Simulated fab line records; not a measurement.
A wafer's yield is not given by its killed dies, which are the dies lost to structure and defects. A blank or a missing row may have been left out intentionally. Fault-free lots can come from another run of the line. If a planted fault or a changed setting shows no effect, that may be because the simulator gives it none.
Shared-tool check / flow nand-harc / 2 lots and 6 wafers in the sample

## REASON FOR OPENING
Flagged at NHARC_END_SORT_01: reading killed-at-other, on 1 of 2 lots. No-fault wafers: 1.0, standard deviation 1.4.
Rule: a lot is flagged in two cases, either no wafer of it has a number, or all its wafers with numbers fall more than 4 standard deviations from that mean. All remaining lots are regarded as sound.

lot=L858; measured=day 25 19:37; on=prober-02; killed-at-other, wafer by wafer=6 1 1; flag=
lot=L869; measured=day 30 18:14; on=prober-01; killed-at-other, wafer by wafer=599 595 594; flag=FLAGGED
Averaged over the flagged lots the numbers come to 596.0, +595.0 from the usual (+99 or more standard deviations).

## LOT BY LOT: THE TOOL USED
The record holds 3 process steps before the reading, out of a route of 1302 steps. In each cell: the tool, then ch and the chambers that the sampled wafers went through, then the start.
lot=L858; flag=; NHARC_THIN_TSV_GRIND_00=grinder-01 ch 0, day 25 00:01; NHARC_THIN_TSV_PVD_19=pvd-sputter-02, day 25 09:14 or earlier; NHARC_THIN_TSV_STRIP_56=plasma-asher-01 ch 0,1, day 25 09:14
lot=L869; flag=FLAGGED; NHARC_THIN_TSV_GRIND_00=grinder-01 ch 0, day 29 23:28; NHARC_THIN_TSV_PVD_19=pvd-sputter-01, day 30 08:43 or earlier; NHARC_THIN_TSV_STRIP_56=plasma-asher-02 ch 0,1, day 30 08:43
What these steps do:
- NHARC_THIN_TSV_GRIND_00
- NHARC_THIN_TSV_PVD_19: deposits TaN, target thk 20 nm.
- NHARC_THIN_TSV_STRIP_56: strips in O2.
- NHARC_END_SORT_01

## FLAGGED OVER TOTAL, TOOL BY TOOL (the gauges that took the reading come last)
step=NHARC_THIN_TSV_GRIND_00; tool=grinder-01; lots run=2; flagged=1; share of the flagged lots=all; sound lots run after its first flagged lot=0
step=NHARC_THIN_TSV_PVD_19; tool=pvd-sputter-01; lots run=1; flagged=1; share of the flagged lots=all; sound lots run after its first flagged lot=0
step=NHARC_THIN_TSV_PVD_19; tool=pvd-sputter-02; lots run=1; flagged=0; share of the flagged lots=none; sound lots run after its first flagged lot=-
step=NHARC_THIN_TSV_STRIP_56; tool=plasma-asher-01; lots run=1; flagged=0; share of the flagged lots=none; sound lots run after its first flagged lot=-
step=NHARC_THIN_TSV_STRIP_56; tool=plasma-asher-02; lots run=1; flagged=1; share of the flagged lots=all; sound lots run after its first flagged lot=0
step=NHARC_END_SORT_01; tool=prober-01; lots run=1; flagged=1; share of the flagged lots=all; sound lots run after its first flagged lot=0
step=NHARC_END_SORT_01; tool=prober-02; lots run=1; flagged=0; share of the flagged lots=none; sound lots run after its first flagged lot=-
NHARC_THIN_TSV_PVD_19: start missing for some lots; hours and lot order therefore follow NHARC_THIN_TSV_STRIP_56.

## WHAT THE TABLE PERMITS
4 rows of the table ran every flagged lot: grinder-01 at NHARC_THIN_TSV_GRIND_00, pvd-sputter-01 at NHARC_THIN_TSV_PVD_19, plasma-asher-02 at NHARC_THIN_TSV_STRIP_56, prober-01 at NHARC_END_SORT_01.
- grinder-01 at NHARC_THIN_TSV_GRIND_00 ran 2 lots, 1 of them flagged. A fault beginning between L858 (day 25 00:01), its last sound lot, and L869 (day 29 23:28), its first flagged one, fits the data.
- pvd-sputter-01 at NHARC_THIN_TSV_PVD_19: 1 of its 1 lot flagged. The start can't be narrowed down: in this sample, it ran no sound lot prior to its first flagged lot.
- plasma-asher-02 at NHARC_THIN_TSV_STRIP_56: 1 of its 1 lot flagged. The start can't be narrowed down: in this sample, it ran no sound lot prior to its first flagged lot.
- prober-01 at NHARC_END_SORT_01: 1 of its 1 lot flagged. The start can't be narrowed down: in this sample, it ran no sound lot prior to its first flagged lot.
Because each of these 4 tools fits a fault that began at some hour, counting lots does not separate them. More lots, or a look at what each step does to the wafer, might.

## WHAT THE SIMULATOR HAD PUT IN
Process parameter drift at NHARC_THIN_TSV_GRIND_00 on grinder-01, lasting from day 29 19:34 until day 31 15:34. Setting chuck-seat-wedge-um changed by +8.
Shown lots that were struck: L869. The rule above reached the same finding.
